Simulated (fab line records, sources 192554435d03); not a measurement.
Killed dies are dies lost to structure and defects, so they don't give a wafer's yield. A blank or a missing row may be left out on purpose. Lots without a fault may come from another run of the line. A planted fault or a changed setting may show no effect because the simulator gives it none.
Which tool did it? | flow n5_finfet | 24 lots, 72 wafers sampled, at 5 steps of a route of 1938

WHAT THE GAUGES READ, wafer by wafer
N5_BEOL_M2_OVL_MEAS_12.
lot  | measured     | on         | M2_OVL (nm)
L074 | day 6 11:13  | overlay-02 | 1.3 1.1 1.3
L075 | day 6 16:37  | overlay-02 | 0.7 0.0 2.0
L076 | day 6 18:24  | overlay-01 | 0.1 -0.1 0.4
L077 | day 7 02:13  | overlay-02 | -0.2 0.3 0.7
L078 | day 7 13:55  | overlay-02 | 1.4 0.8 -0.2
L079 | day 7 14:49  | overlay-01 | 0.0 0.9 0.2
L080 | day 8 02:02  | overlay-01 | -0.3 -0.3 -0.6
L081 | day 8 07:15  | overlay-01 | -0.2 0.6 1.2
L082 | day 8 14:33  | overlay-02 | -0.8 0.6 0.6
L083 | day 8 20:40  | overlay-02 | 0.9 0.0 0.8
L085 | day 9 04:35  | overlay-01 | 0.6 0.4 0.4
L084 | day 9 06:52  | overlay-01 | 0.0 -0.1 0.6
L086 | day 9 20:13  | overlay-02 | -0.2 1.3 -0.5
L087 | day 9 21:23  | overlay-02 | 0.4 2.2 0.4
L088 | day 10 03:26 | overlay-01 | 0.1 1.0 0.0
L089 | day 10 05:44 | overlay-02 | 0.8 0.7 1.5
L090 | day 10 10:36 | overlay-02 | 0.7 0.5 -0.2
L091 | day 11 06:23 | overlay-01 | 1.0 1.5 1.2
L092 | day 11 08:13 | overlay-02 | 0.9 0.5 1.3
L094 | day 11 13:50 | overlay-02 | 0.2 -0.2 1.1
L093 | day 11 19:08 | overlay-02 | 1.3 0.6 0.6
L095 | day 11 20:28 | overlay-01 | 1.7 -0.3 0.7
L096 | day 13 01:23 | overlay-01 | 1.7 1.9 2.0
L097 | day 13 05:41 | overlay-02 | 0.9 1.2 0.9

WHICH TOOL RAN EACH LOT (tool, then ch and the chambers of the sampled wafers, then the start)
lot  | N5_BEOL_M1_SPUTTER_81        | N5_BEOL_M1_SPUTTER_90        | N5_BEOL_M1_ANNEAL_93         | N5_BEOL_M1_SPUTTER_96
L074 | pvd_sputter-02, day 6 07:52  | pvd_sputter-02, day 6 08:31  | pvd_sputter-02, day 6 08:49  | pvd_sputter-02, day 6 09:11
L075 | pvd_sputter-01, day 6 11:39  | pvd_sputter-01, day 6 12:19  | pvd_sputter-01, day 6 12:37  | pvd_sputter-01, day 6 12:58
L076 | pvd_sputter-01, day 6 14:41  | pvd_sputter-01, day 6 15:21  | pvd_sputter-01, day 6 15:39  | pvd_sputter-01, day 6 16:01
L077 | pvd_sputter-03, day 6 22:10  | pvd_sputter-03, day 6 22:50  | pvd_sputter-03, day 6 23:08  | pvd_sputter-03, day 6 23:29
L078 | pvd_sputter-01, day 7 08:37  | pvd_sputter-01, day 7 09:17  | pvd_sputter-01, day 7 09:35  | pvd_sputter-01, day 7 09:56
L079 | pvd_sputter-01, day 7 11:37  | pvd_sputter-01, day 7 12:17  | pvd_sputter-01, day 7 12:35  | pvd_sputter-01, day 7 12:56
L080 | pvd_sputter-02, day 7 22:49  | pvd_sputter-02, day 7 23:29  | pvd_sputter-02, day 7 23:47  | pvd_sputter-02, day 8 00:08
L081 | pvd_sputter-01, day 8 02:11  | pvd_sputter-01, day 8 02:51  | pvd_sputter-01, day 8 03:09  | pvd_sputter-01, day 8 03:31
L082 | pvd_sputter-02, day 8 08:55  | pvd_sputter-02, day 8 09:34  | pvd_sputter-02, day 8 09:52  | pvd_sputter-02, day 8 10:14
L083 | pvd_sputter-01, day 8 15:39  | pvd_sputter-01, day 8 16:19  | pvd_sputter-01, day 8 16:37  | pvd_sputter-01, day 8 16:58
L085 | pvd_sputter-02, day 8 22:13  | pvd_sputter-02, day 8 22:53  | pvd_sputter-02, day 8 23:11  | pvd_sputter-02, day 8 23:32
L084 | pvd_sputter-03, day 9 02:27  | pvd_sputter-03, day 9 03:07  | pvd_sputter-03, day 9 03:25  | pvd_sputter-03, day 9 03:46
L086 | pvd_sputter-02, day 9 15:16  | pvd_sputter-02, day 9 15:55  | pvd_sputter-02, day 9 16:13  | pvd_sputter-02, day 9 16:35
L087 | pvd_sputter-03, day 9 17:35  | pvd_sputter-03, day 9 18:15  | pvd_sputter-03, day 9 18:33  | pvd_sputter-03, day 9 18:55
L088 | pvd_sputter-01, day 9 23:50  | pvd_sputter-01, day 10 00:29 | pvd_sputter-01, day 10 00:47 | pvd_sputter-01, day 10 01:09
L089 | pvd_sputter-03, day 10 01:22 | pvd_sputter-03, day 10 02:02 | pvd_sputter-03, day 10 02:20 | pvd_sputter-03, day 10 02:41
L090 | pvd_sputter-02, day 10 06:35 | pvd_sputter-02, day 10 07:14 | pvd_sputter-02, day 10 07:32 | pvd_sputter-02, day 10 07:54
L091 | pvd_sputter-02, day 11 02:30 | pvd_sputter-02, day 11 03:10 | pvd_sputter-02, day 11 03:28 | pvd_sputter-02, day 11 03:49
L092 | pvd_sputter-02, day 11 04:52 | pvd_sputter-02, day 11 05:31 | pvd_sputter-02, day 11 05:49 | pvd_sputter-02, day 11 06:11
L094 | pvd_sputter-01, day 11 10:26 | pvd_sputter-01, day 11 11:06 | pvd_sputter-01, day 11 11:24 | pvd_sputter-01, day 11 11:46
L093 | pvd_sputter-01, day 11 14:08 | pvd_sputter-01, day 11 14:48 | pvd_sputter-01, day 11 15:06 | pvd_sputter-01, day 11 15:28
L095 | pvd_sputter-02, day 11 16:51 | pvd_sputter-02, day 11 17:31 | pvd_sputter-02, day 11 17:49 | pvd_sputter-02, day 11 18:10
L096 | pvd_sputter-02, day 12 22:22 | pvd_sputter-02, day 12 23:01 | pvd_sputter-02, day 12 23:19 | pvd_sputter-02, day 12 23:41
L097 | pvd_sputter-01, day 13 01:37 | pvd_sputter-01, day 13 02:19 | pvd_sputter-01, day 13 02:39 | pvd_sputter-01, day 13 03:01
- N5_BEOL_M1_SPUTTER_81: material Cu, target thk 4.5 nm, time 8.29 s.
- N5_BEOL_M1_SPUTTER_90: material Cu, target thk 4.5 nm, time 8.29 s.
- N5_BEOL_M1_ANNEAL_93: time 240 s.
- N5_BEOL_M1_SPUTTER_96: material Cu, target thk 4.5 nm, time 8.29 s.

WHAT THE TOOLS THEMSELVES READ (means of the sampled wafers that have a number; where no wafer has one, the mark that the record gives instead)
N5_BEOL_M1_SPUTTER_81.
lot  | tool           | throttle_valve_pct (%)
L074 | pvd_sputter-02 | 29.7
L075 | pvd_sputter-01 | 29.5
L076 | pvd_sputter-01 | 29.3
L077 | pvd_sputter-03 | 29.3
L078 | pvd_sputter-01 | 29.1
L079 | pvd_sputter-01 | 28.8
L080 | pvd_sputter-02 | 30.2
L081 | pvd_sputter-01 | 29.2
L082 | pvd_sputter-02 | 30.3
L083 | pvd_sputter-01 | 28.8
L085 | pvd_sputter-02 | 30.7
L084 | pvd_sputter-03 | 28.8
L086 | pvd_sputter-02 | 29.6
L087 | pvd_sputter-03 | 28.8
L088 | pvd_sputter-01 | 29.1
L089 | pvd_sputter-03 | 28.9
L090 | pvd_sputter-02 | 30.2
L091 | pvd_sputter-02 | 30.7
L092 | pvd_sputter-02 | 30.8
L094 | pvd_sputter-01 | 28.9
L093 | pvd_sputter-01 | 28.9
L095 | pvd_sputter-02 | 29.8
L096 | pvd_sputter-02 | 29.8
L097 | pvd_sputter-01 | 28.9

N5_BEOL_M1_SPUTTER_90.
lot  | tool           | throttle_valve_pct (%)
L074 | pvd_sputter-02 | 29.8
L075 | pvd_sputter-01 | 29.4
L076 | pvd_sputter-01 | 29.2
L077 | pvd_sputter-03 | 29.3
L078 | pvd_sputter-01 | 29.4
L079 | pvd_sputter-01 | 29.0
L080 | pvd_sputter-02 | 30.4
L081 | pvd_sputter-01 | 29.0
L082 | pvd_sputter-02 | 30.3
L083 | pvd_sputter-01 | 28.9
L085 | pvd_sputter-02 | 30.9
L084 | pvd_sputter-03 | 28.9
L086 | pvd_sputter-02 | 29.2
L087 | pvd_sputter-03 | 28.8
L088 | pvd_sputter-01 | 29.0
L089 | pvd_sputter-03 | 28.8
L090 | pvd_sputter-02 | 30.3
L091 | pvd_sputter-02 | 30.6
L092 | pvd_sputter-02 | 30.7
L094 | pvd_sputter-01 | 29.0
L093 | pvd_sputter-01 | 28.9
L095 | pvd_sputter-02 | 29.7
L096 | pvd_sputter-02 | 29.7
L097 | pvd_sputter-01 | 28.8

N5_BEOL_M1_ANNEAL_93.
lot  | tool           | heater_power_w (W)
L074 | pvd_sputter-02 | 821
L075 | pvd_sputter-01 | 843
L076 | pvd_sputter-01 | 847
L077 | pvd_sputter-03 | 826
L078 | pvd_sputter-01 | 832
L079 | pvd_sputter-01 | 833
L080 | pvd_sputter-02 | 866
L081 | pvd_sputter-01 | 777
L082 | pvd_sputter-02 | 863
L083 | pvd_sputter-01 | 819
L085 | pvd_sputter-02 | 846
L084 | pvd_sputter-03 | 817
L086 | pvd_sputter-02 | 853
L087 | pvd_sputter-03 | 820
L088 | pvd_sputter-01 | 777
L089 | pvd_sputter-03 | 698
L090 | pvd_sputter-02 | 854
L091 | pvd_sputter-02 | 829
L092 | pvd_sputter-02 | 832
L094 | pvd_sputter-01 | 835
L093 | pvd_sputter-01 | 825
L095 | pvd_sputter-02 | 843
L096 | pvd_sputter-02 | 837
L097 | pvd_sputter-01 | 757

N5_BEOL_M1_SPUTTER_96.
lot  | tool           | throttle_valve_pct (%)
L074 | pvd_sputter-02 | 29.8
L075 | pvd_sputter-01 | 29.6
L076 | pvd_sputter-01 | 29.3
L077 | pvd_sputter-03 | 29.3
L078 | pvd_sputter-01 | 29.1
L079 | pvd_sputter-01 | 28.9
L080 | pvd_sputter-02 | 30.3
L081 | pvd_sputter-01 | 29.1
L082 | pvd_sputter-02 | 30.2
L083 | pvd_sputter-01 | 28.7
L085 | pvd_sputter-02 | 30.6
L084 | pvd_sputter-03 | 28.9
L086 | pvd_sputter-02 | 29.4
L087 | pvd_sputter-03 | 28.8
L088 | pvd_sputter-01 | 29.1
L089 | pvd_sputter-03 | 29.0
L090 | pvd_sputter-02 | 30.3
L091 | pvd_sputter-02 | 30.7
L092 | pvd_sputter-02 | 30.7
L094 | pvd_sputter-01 | 28.8
L093 | pvd_sputter-01 | 29.0
L095 | pvd_sputter-02 | 29.8
L096 | pvd_sputter-02 | 29.7
L097 | pvd_sputter-01 | 29.0

THE ANSWER, worked out from the rows above alone
Rule: what is usual is taken from the lots themselves. Put in order of their means at a reading, lots are off if they are a third of the lots or fewer, leave a main group of 4 or more, and stand apart from it by a gap of 3 or more times the standard deviation of the main group's means; of several such gaps the widest counts. A main group whose means are all the same, to the digits that the tables above print for the reading, isn't used. A lot without any number at a reading at which 4 lots or more have one is off too. The other lots that the step has rows for count as sound. The gauges are gone through in route order, then the tools' own readings, and for those a lot's mean is taken as printed above. The first step at which some lot is off is used, and at that step the reading that is off furthest; a lot without a number counts as furthest.
No lot is off at any reading shown: from this, nothing can be told.

WHAT THE SIMULATOR HAD PUT IN
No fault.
